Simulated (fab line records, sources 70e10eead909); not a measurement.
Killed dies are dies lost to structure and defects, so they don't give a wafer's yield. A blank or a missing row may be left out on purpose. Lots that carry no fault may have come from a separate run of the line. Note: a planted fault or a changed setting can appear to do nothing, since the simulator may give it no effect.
Chamber matching / flow nand-harc / rie-diel-01 running NHARC_A_STAIRCASE_STRIP_316: 4 sister chambers
The step strips in O2. 4 wafers are shown with their chamber, then 9 later ones without.

## WAFERS, EACH WITH ITS CHAMBER
wafer=L147.2; chamber=3; showerhead-plenum-p-Torr (Torr)=3.58
wafer=L148.4; chamber=2; showerhead-plenum-p-Torr (Torr)=3.55
wafer=L151.5; chamber=0; showerhead-plenum-p-Torr (Torr)=3.57
wafer=L151.6; chamber=1; showerhead-plenum-p-Torr (Torr)=3.73

## WAFERS WITHOUT THEIR CHAMBER
wafer=L152.2; showerhead-plenum-p-Torr (Torr)=3.54
wafer=L152.3; showerhead-plenum-p-Torr (Torr)=3.57
wafer=L152.5; showerhead-plenum-p-Torr (Torr)=3.73
wafer=L160.1; showerhead-plenum-p-Torr (Torr)=3.53
wafer=L160.2; showerhead-plenum-p-Torr (Torr)=3.56
wafer=L160.4; showerhead-plenum-p-Torr (Torr)=3.56
wafer=L161.1; showerhead-plenum-p-Torr (Torr)=3.52
wafer=L161.5; showerhead-plenum-p-Torr (Torr)=3.55
wafer=L161.6; showerhead-plenum-p-Torr (Torr)=3.56

## THE CHAMBER EACH PASSED THROUGH
wafer=L152.2; from the rows above=can't be placed: 2 or 0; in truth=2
wafer=L152.3; from the rows above=can't be placed: 0 or 3 or 2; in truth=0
wafer=L152.5; from the rows above=1; in truth=1
wafer=L160.1; from the rows above=can't be placed: 2 or 0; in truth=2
wafer=L160.2; from the rows above=can't be placed: 0 or 2 or 3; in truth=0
wafer=L160.4; from the rows above=can't be placed: 0 or 2 or 3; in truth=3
wafer=L161.1; from the rows above=can't be placed: 2 or 0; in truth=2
wafer=L161.5; from the rows above=can't be placed: 2 or 0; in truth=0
wafer=L161.6; from the rows above=can't be placed: 0 or 2 or 3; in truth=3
1 of 9 placed correctly. Can't be placed from these rows: 8 (the true chamber is among the candidates in 8). Number placed wrongly: 0.
How it was worked out, from the rows above alone: a wafer's distance from a chamber is the root of the sum, over the readings, of the square of ((its reading less the chamber's mean) divided by the reading's scatter). The wafer belongs to the nearest chamber; if the next one is less than 2 further off, it can't be placed. Each chamber's mean is taken over the wafers shown for it. The scatter: root of mean squared gap, hidden wafer to nearest shown wafer, with one shown wafer a chamber.
